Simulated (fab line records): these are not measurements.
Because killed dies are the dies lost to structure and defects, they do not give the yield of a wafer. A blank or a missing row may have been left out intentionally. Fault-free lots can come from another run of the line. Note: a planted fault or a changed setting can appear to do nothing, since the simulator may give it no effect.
Struck lot and sound lot, side by side -- flow nand-harc -- 14 steps out of a route of 1159
Sound: wafers L391.1, L391.3, L391.5. Struck: wafers L397.2, L397.3. (L397.5 of the same lot was not struck and is left out.) The cause comes at the end.
At each step with rows: each side's tool, then ch and its chambers, then its first start. Under that, the readings that differ: sound wafers -- struck wafers -- difference of the means -- sigmas: that difference in standard deviations of wafers without a fault.
alike: readings with means less than 2 such deviations apart, plus words and numbers identical on both sides. not compared: withheld readings, readings lacking a value on some wafer, bounds such as >300 that could conceal the same value, and numbers that have no deviation in the record and whose values overlap.
Wherever a step has rows on one side only, a row that says differs or no value, or a row with sigmas, the two part there. Numbers that don't overlap but have no deviation are shown without sigmas and don't part them. A reading that every wafer of one side lacks parts them only if that side has two wafers or more.

first, 7 steps without rows for these wafers: NHARC_A_STAIRCASE_COAT_03; NHARC_A_STAIRCASE_SOFTBAKE_04 (time 170 s); NHARC_A_STAIRCASE_EBR_05; NHARC_A_STAIRCASE_EXPOSE_06 (exposes mask STAIR); NHARC_A_STAIRCASE_PEB_07 (peb time 130 s); NHARC_A_STAIRCASE_DEVELOP_08 (time 140 s); NHARC_A_STAIRCASE_HARDBAKE_10 (time 140 s).
NHARC_A_STAIRCASE_DESCUM_11: chemistry O2, time 3 s.
  sound on rie-diel-11 ch 1,3, day 12 01:25; struck on rie-diel-11 ch 1,3, day 13 21:38
  alike: drypump-motor-current-A, oes-product-au, rf-vpp-V, showerhead-plenum-p-Torr, throttle-valve-pct
  not compared: rf-hours-counter-h
NHARC_A_STAIRCASE_TRIM_12: chemistry O2, time 211.2 s.
  sound on rie-diel-11 ch 1,2,3, day 12 01:31; struck on rie-diel-11 ch 0,1, day 13 21:44
  alike: drypump-motor-current-A, oes-product-au, rf-vpp-V, showerhead-plenum-p-Torr, throttle-valve-pct
  not compared: rf-hours-counter-h
NHARC_A_STAIRCASE_ETCH_13: etches the open film in C4F8/O2, target depth 100 nm, time 40.5 s.
  sound: rie-diel-11 ch 0,1,3; struck: rie-diel-11 ch 1,3
  alike: oes-product-au, rf-vpp-V, run-length-s
  not compared: rf-hours-counter-h
NHARC_A_STAIRCASE_TRIM_14: chemistry O2, time 211.2 s.
  sound: rie-diel-11 ch 0,1,2; struck: rie-diel-11 ch 1,3
  alike: drypump-motor-current-A, oes-product-au, rf-vpp-V, showerhead-plenum-p-Torr, throttle-valve-pct
  not compared: rf-hours-counter-h
NHARC_A_STAIRCASE_ETCH_15: etches the open film in C4F8/O2, target depth 100 nm, time 40.5 s.
  sound on rie-diel-11 ch 1,2,3, day 12 02:02; struck on rie-diel-11 ch 0,1, day 13 22:09
reading,sound,struck,difference,sigmas
run-length-s (s),62.2 61.9 61.8,74.5 74.3,+12.4,+30
  alike: oes-product-au, rf-vpp-V
  not compared: rf-hours-counter-h
NHARC_A_STAIRCASE_TRIM_16: chemistry O2, time 211.2 s.
  sound: rie-diel-11 ch 0,1,3; struck: rie-diel-11 ch 1,3
  alike: drypump-motor-current-A, oes-product-au, rf-vpp-V, showerhead-plenum-p-Torr, throttle-valve-pct
  not compared: rf-hours-counter-h
-- jump in the record: it breaks off in module A_STAIRCASE and resumes in module END (first step shown: number 1159 of the route), and 8 days separate the struck wafers' starts before and after --
NHARC_END_SORT_01:
  here the record holds rows for the struck wafers (prober-02 ch 0, day 22 04:01) but none for the sound ones

== WHERE THEY PART ==
At NHARC_A_STAIRCASE_ETCH_15 first; at NHARC_END_SORT_01 last (within this record only).

WHY: what had been put in by the simulator
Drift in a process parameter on rie-diel-11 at NHARC_A_STAIRCASE_ETCH_15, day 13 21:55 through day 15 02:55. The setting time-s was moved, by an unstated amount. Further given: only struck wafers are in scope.
